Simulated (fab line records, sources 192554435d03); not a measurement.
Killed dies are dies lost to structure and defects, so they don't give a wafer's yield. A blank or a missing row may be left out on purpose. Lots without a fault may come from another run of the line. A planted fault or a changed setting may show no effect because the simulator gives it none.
fab line records | flow n5_finfet
record lots=12 wafers=32 last_day=17
route steps=1938 shown BEOL_M12@1643 BEOL_M13@1662 PASSIVATION@1936
lots that met no fault: from a run of the same line without faults
start_h: hours from the record's first day to the start of the lot's first wafer shown | wait_h: hours since the lot's step before | " the same as in the row above | L1.1+2: a row that stands for several wafers | - no value, or no start given | * or withheld: withheld | < > ~ a bound
route shown NAME@n: a module of which the file shows steps, and the number in the route of the first | usual: mean/standard deviation of fault-free wafers | same: alike in all rows | chamber/n: place in a boat | sites: the reading at each site | _std_site: their standard deviation | _edge_site: outer sites' mean less inner sites' | radius_mm: how far each site lies from the wafer's centre | mask NAME#n: copy n | behind: the tool/chamber that last shaped the wafer | hold: why the lot was held/for how many hours/how that ended | device: the transistor (n, p or np) that didn't switch | end of line: the same wafers' tests at the end of the route | a step without rows: its recipe alone | killed: dies lost to structure and defects at the first sort, not the wafer's yield | map: a wafer's dies, x killed, . not, _ none there
set.NAME: the setting as run; set.NAME@STEP: as run at that earlier step | model.NAME: the simulator's own value behind a step, which no gauge read
steps of the route over a sample of lots; a table a step, a row a wafer
services: from which hour (start_h, from the record's first day; less than 0 if before it) a tool's chamber was out of use, for how many hours, and why
## steps
# step N5_BEOL_M12_ETCH_38
# recipe chemistry=CF4/N2 target=SiCN target_depth_a=687 taper_deg=2 time_s=73.4 ion_energy_ev=150 mask_material=SiO2 pressure_mtorr=40 source_w=430 bias_w=70 Ar_flow_sccm=100 cf4_flow_sccm=60 n2_flow_sccm=60
# usual drypump_motor_current_A=5.7/0.41 oes_product_au=0.83/0.065 rf_vpp_V=383.0/1.8 showerhead_plenum_p_Torr=2.23/0.064 throttle_valve_pct=15.35/0.26
# columns lot.wafer tool chamber start_h wait_h drypump_motor_current_A oes_product_au rf_hours_counter_h rf_vpp_V showerhead_plenum_p_Torr throttle_valve_pct
L383.2 rie_diel-03 2 234.78 - 5.5 0.87 55 385.4 2.32 15.54
L383.3 " 1 " " 5.6 0.90 33 385.2 2.33 15.25
L383.6 " 0 " " 6.1 0.80 - 384.3 2.22 15.72
L382.1 rie_diel-03 3 246.52 - 5.6 0.82 76 382.7 2.23 15.21
L382.2 " 2 " " 5.5 0.88 59 387.1 2.32 15.54
L386.1 rie_diel-02 1 266.04 - 5.7 0.94 16 382.3 2.25 15.04
L386.2 " 0 " " 6.5 0.88 61 381.6 2.16 15.63
L386.5 " 3 " " 4.9 0.78 - 383.4 2.22 15.17
L385.2 rie_diel-02 0 266.44 - 6.4 0.87 61 379.6 2.16 15.63
L385.3 " 1 " " 5.7 0.93 16 382.7 2.25 15.02
L385.6 " 3 " " 4.9 0.78 - 382.2 2.22 15.17
L388.1 rie_diel-02 2 266.98 - 5.6 0.99 7 379.0 2.15 15.06
L388.2 " 1 " " 5.7 0.91 17 384.6 2.25 15.03
L388.6 " 0 " " 6.5 0.87 - 380.3 2.16 15.65
L389.3 rie_diel-02 1 273.11 - 5.7 0.92 19 384.3 2.25 15.04
L389.4 " 2 " " 5.6 0.96 10 381.8 2.15 15.06
L389.5 " 0 " " 6.4 0.87 - 381.7 2.16 15.64
L390.1 rie_diel-06 3 289.06 - 5.8 0.83 111 383.5 2.31 15.29
L390.3 " 0 " " 6.2 0.79 94 385.8 2.31 14.99
L392.2 rie_diel-03 2 301.00 - 5.5 0.85 79 384.1 2.32 15.59
L392.4 " 0 " " 6.1 0.77 140 382.3 2.21 15.77
L392.5 " 1 " " 5.7 0.87 - 385.0 2.32 15.29
L401.3 rie_diel-06 0 347.70 - 6.1 0.77 116 384.3 2.30 15.07
L401.4 " 2 " " 5.1 0.80 91 383.1 2.22 15.07
L401.5 " 0 " " 6.2 0.76 - 384.1 2.30 15.07
L400.3 rie_diel-06 1 354.17 - 6.1 0.73 166 379.6 2.11 15.50
L400.4 " 0 " " 6.1 0.75 119 385.0 2.30 15.08
L404.3 rie_diel-03 3 377.55 - 5.6 0.76 127 383.1 2.21 15.31
L404.6 " 2 " " 5.5 0.81 - 384.1 2.30 15.66
L405.1 rie_diel-03 2 378.59 - 5.5 0.81 111 383.6 2.30 15.65
L405.3 " 3 " " 5.6 0.75 128 384.0 2.21 15.30
L405.4 " 0 " " 6.2 0.74 172 383.6 2.20 15.84
# step N5_BEOL_M12_SPUTTER_44
# recipe material=Ta target_thk_a=100 temp_c=50 bias_v=80 power_w=15000 chamber_pressure_pa=0.07 time_s=16.13
# usual throttle_valve_pct=30.1/0.9
# columns lot.wafer tool chamber start_h wait_h throttle_valve_pct
L383.2 pvd_sputter-03 - 235.46 0.0 30.1
L383.3 " - " " 31.7
L383.6 " - " " 29.2
L382.1 pvd_sputter-01 - 247.33 0.0 29.5
L382.2 " - " " 31.9
L386.1 pvd_sputter-02 - 266.55 0.0 29.3
L386.2 " - " " 29.1
L386.5 " - " " 29.0
L385.2 pvd_sputter-03 - 266.96 0.0 30.3
L385.3 " - " " 29.5
L385.6 " - " " 30.3
L388.1 pvd_sputter-02 - 267.39 0.0 30.2
L388.2 " - " " 29.7
L388.6 " - " " 29.8
L389.3 pvd_sputter-02 - 273.69 0.0 29.4
L389.4 " - " " 30.3
L389.5 " - " " 30.2
L390.1 pvd_sputter-02 - 289.86 0.0 30.5
L390.3 " - " " 29.2
L392.2 pvd_sputter-01 - 301.39 0.0 29.5
L392.4 " - " " 31.8
L392.5 " - " " 31.7
L401.3 pvd_sputter-01 - 348.31 0.0 30.7
L401.4 " - " " 30.9
L401.5 " - " " 30.4
L400.3 pvd_sputter-03 - 354.74 0.0 31.9
L400.4 " - " " 30.3
L404.3 pvd_sputter-03 - 378.16 0.0 29.3
L404.6 " - " " 30.4
L405.1 pvd_sputter-02 - 379.09 0.0 29.6
L405.3 " - " " 30.0
L405.4 " - " " 29.7
# step N5_BEOL_M12_RS_MEAS_54
# recipe thk_meas_gauge=four-point-probe reads=Cu_of_BEOL_M12_ECD_47+Ta_of_BEOL_M12_SPUTTER_44+TaN_of_BEOL_M12_SPUTTER_43
# usual M12_RS=0.0595/0.00098
# columns lot.wafer tool chamber start_h wait_h M12_RS[ohm/sq]
L383.2 film_metro-02 - 237.01 0.0 0.0588
L383.3 " - " " 0.0592
L383.6 " - " " 0.0593
L382.1 film_metro-02 - 248.41 0.1 0.0591
L382.2 " - " " 0.0583
L386.1 film_metro-02 - 268.04 0.0 0.0602
L386.2 " - " " 0.0600
L386.5 " - " " 0.0606
L385.2 film_metro-01 - 268.38 0.0 0.0587
L385.3 " - " " 0.0594
L385.6 " - " " 0.0594
L388.1 film_metro-02 - 268.64 0.0 0.0604
L388.2 " - " " 0.0587
L388.6 " - " " 0.0601
L389.3 film_metro-01 - 274.76 0.0 0.0594
L389.4 " - " " 0.0591
L389.5 " - " " 0.0588
L390.1 film_metro-02 - 291.12 0.0 0.0573
L390.3 " - " " 0.0594
L392.2 film_metro-01 - 303.09 0.0 0.0599
L392.4 " - " " 0.0579
L392.5 " - " " 0.0592
L401.3 film_metro-02 - 350.05 0.1 0.0597
L401.4 " - " " 0.0593
L401.5 " - " " 0.0625
L400.3 film_metro-02 - 355.80 0.0 0.0587
L400.4 " - " " 0.0597
L404.3 film_metro-01 - 379.52 0.0 0.0580
L404.6 " - " " 0.0582
L405.1 film_metro-01 - 380.54 0.1 0.0615
L405.3 " - " " 0.0597
L405.4 " - " " 0.0587
# step N5_BEOL_M13_COAT_04
# recipe spin_rpm=1625 resist_thk_nm=400
# usual resist_line_temp_C=23.01/0.11 spin_speed_rpm=1625.0/1.1
# columns lot.wafer tool chamber start_h wait_h resist_line_temp_C spin_speed_rpm
L383.2 litho_track-03 0 237.26 - 22.81 1625.1
L383.3 " 0 " " 22.99 1624.4
L383.6 " 0 " " 22.91 1625.7
L382.1 litho_track-04 0 248.66 - 23.11 1626.8
L382.2 " 0 " " 23.02 1625.1
L386.1 litho_track-04 0 268.29 - 22.87 1625.3
L386.2 " 0 " " 22.88 1625.5
L386.5 " 0 " " 22.99 1624.4
L385.2 litho_track-04 0 268.63 - 22.95 1625.5
L385.3 " 0 " " 23.09 1624.8
L385.6 " 0 " " 22.92 1624.9
L388.1 litho_track-03 0 268.89 - 22.91 1623.0
L388.2 " 0 " " 23.03 1624.4
L388.6 " 0 " " 22.95 1626.7
L389.3 litho_track-03 0 275.01 - 23.13 1505.3
L389.4 " 0 " " 23.20 1505.8
L389.5 " 0 " " 23.13 1506.3
L390.1 litho_track-02 0 291.37 - 22.96 1624.7
L390.3 " 0 " " 22.98 1624.7
L392.2 litho_track-03 0 303.33 - 23.01 1507.6
L392.4 " 0 " " 23.01 1505.3
L392.5 " 0 " " 23.05 1506.9
L401.3 litho_track-02 0 350.30 - 23.19 1624.8
L401.4 " 0 " " 22.93 1623.6
L401.5 " 0 " " 23.05 1624.3
L400.3 litho_track-04 0 356.05 - 23.02 1626.3
L400.4 " 0 " " 23.05 1624.1
L404.3 litho_track-03 0 379.77 - 23.01 1625.6
L404.6 " 0 " " 23.08 1623.2
L405.1 litho_track-03 0 380.79 - 22.78 1624.6
L405.3 " 0 " " 22.88 1624.9
L405.4 " 0 " " 22.87 1623.9
# step N5_BEOL_M13_STRIP_63
# recipe chemistry=N2/H2 power_w=1000 temp_c=250 h2_frac=0.65 overash_fraction=0.3 pressure_mtorr=1000 n2_flow_sccm=1750 h2_flow_sccm=3250
# usual drypump_motor_current_A=5.6/0.3 heater_power_w=339/34 oes_product_au=0.674/0.0046 strip_time_to_endpoint_s=27.9/1.2
# columns lot.wafer tool chamber start_h wait_h drypump_motor_current_A heater_power_w oes_product_au rf_hours_counter_h strip_time_to_endpoint_s
L383.2 plasma_asher-01 1 239.07 - 5.3 356 0.673 111 27.6
L383.3 " 0 " " 5.3 388 0.678 - 29.1
L383.6 " 1 " " 5.3 349 0.667 - 27.0
L382.1 plasma_asher-01 0 249.47 - 5.3 375 0.677 113 29.2
L382.2 " 1 " " 5.4 358 0.679 113 27.1
L386.1 plasma_asher-02 1 268.97 - 5.8 347 0.669 78 28.3
L386.2 " 0 " " 6.0 290 0.673 78 27.1
L386.5 " 1 " " 5.8 343 0.679 - 28.0
L385.2 plasma_asher-02 1 269.44 - 5.8 353 0.668 78 27.7
L385.3 " 1 " " 5.8 343 0.681 - 27.9
L385.6 " 0 " " 6.0 282 0.679 - 26.3
L388.1 plasma_asher-01 1 269.59 - 5.4 348 0.678 117 28.3
L388.2 " 0 " " 5.3 377 0.667 117 26.8
L388.6 " 1 " " 5.4 359 0.678 - 27.7
L389.3 plasma_asher-01 1 275.71 - 5.4 354 0.678 - 30.9
L389.4 " 0 " " 5.3 370 0.676 - 32.0
L389.5 " 0 " " 5.3 370 0.671 - 29.7
L390.1 plasma_asher-01 1 292.05 - 5.4 354 0.677 120 30.2
L390.3 " 0 " " 5.3 369 0.671 - 29.6
L392.2 plasma_asher-02 1 304.23 - 5.8 356 0.680 85 33.2
L392.4 " 0 " " 6.0 282 0.690 - 32.9
L392.5 " 1 " " 5.8 339 0.679 - 32.4
L401.3 plasma_asher-01 0 351.09 - 5.3 377 0.684 - 29.5
L401.4 " 1 " " 5.4 343 0.672 - 27.5
L401.5 " 1 " " 5.4 349 0.676 - 27.2
L400.3 plasma_asher-01 1 356.74 - 5.4 366 0.677 - 28.6
L400.4 " 0 " " 5.3 378 0.674 - 27.8
L404.3 plasma_asher-02 1 380.64 - 5.8 354 0.670 - 26.9
L404.6 " 1 " " 5.8 354 0.678 - 27.8
L405.1 plasma_asher-02 0 381.60 - 6.0 297 0.674 101 27.7
L405.3 " 0 " " 6.0 293 0.677 - 29.6
L405.4 " 1 " " 5.8 349 0.675 - 27.9
# step N5_PASSIVATION_PROBE_49
# usual defect_limited_yield=91.2/1.5 killed_at_M0_to_M3=36/10 killed_at_M4_up=13/6 killed_at_contacts=11/5.2 killed_at_front_end=40/11 killed_at_other=3.1/2.9 killed_dies=104/17 killed_on_rim=14/3.6 killed_open=66/12 killed_short=34/7.7 sort_bin_5_function=5.1/0.91 sort_bin_6_memory=3.2/0.67 sort_n_pass=1076/17 sort_yield_pct=91.2/1.5
# same gross_dies=1180 killed_at_back_side=0 sort_bin_4_leakage[%]=0 sort_bin_8_speed[%]=0
# columns lot.wafer tool chamber start_h wait_h defect_limited_yield[%] killed_at_M0_to_M3 killed_at_M4_up killed_at_contacts killed_at_front_end killed_at_other killed_dies killed_on_rim killed_open killed_short sort_bin_5_function[%] sort_bin_6_memory[%] sort_n_pass sort_yield_pct[%]
L389.5 prober-01 - 310.85 0.2 91.7 29 12 19 34 4 98 16 61 20 4.1 3.1 1082 91.7
# killed by level:class
L389.5 MOL_CONTACT_COAG:geometric_particle:open=15 HKMG_FIN:area_etch=11 BEOL_M1:geometric_particle:open=7 BEOL_M0_SAQP:geometric_particle:open=6 BEOL_M3:geometric_particle:open=6 STI_FIN_REVEAL:geometric_particle:open=5 FIN_SAQP:geometric_particle:short=4 BEOL_M2:geometric_particle:open=4
## services
# columns tool chamber start_h hours kind
rie_diel-02 2 220.79 6.6 repair
rie_diel-02 3 222.10 1.4 repair
rie_diel-02 2 227.67 - clean
rie_diel-02 2 227.67 - consumable_replace:focus_ring
rie_diel-02 2 227.67 19.5 scheduled_down
rie_diel-02 2 227.67 19.5 vent_cycle
rie_diel-03 2 246.73 2.6 repair
pvd_sputter-01 - 265.60 4.9 repair
pvd_sputter-02 - 306.05 1.9 repair
rie_diel-06 - 307.32 2.8 pm
plasma_asher-01 - 309.25 10.4 repair
rie_diel-02 - 329.88 24.2 repair
litho_track-03 - 345.39 - consumable_replace:filter
pvd_sputter-03 - 352.94 1.0 repair
## key
first_sign step=N5_BEOL_M13_COAT_04 reading=spin_speed_rpm direction=down sigmas=99+ usual=* struck=*
effect step=N5_BEOL_M13_STRIP_63 reading=strip_time_to_endpoint_s direction=up sigmas=3.4 usual=* struck=*
met_at N5_BEOL_M13_COAT_04
struck_lots L389,L392
baseline_loss step=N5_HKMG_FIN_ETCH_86 wafers=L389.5
not_acting_at N5_BEOL_M12_ETCH_38,N5_BEOL_M12_SPUTTER_44,N5_BEOL_M12_RS_MEAS_54
onset_between 268.89 275.01
fault kind=process_parameter_drift tool=litho_track-03 chamber=- onset_h=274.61 steps=N5_BEOL_M13_COAT_04 channel=spin_rpm offset=* shape=step end_h=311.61 acts_in=* stated=*
# baseline_loss: these wafers lose ten dies or more at that step, a loss of the line's own and not of a fault; the sort's usual values leave them out
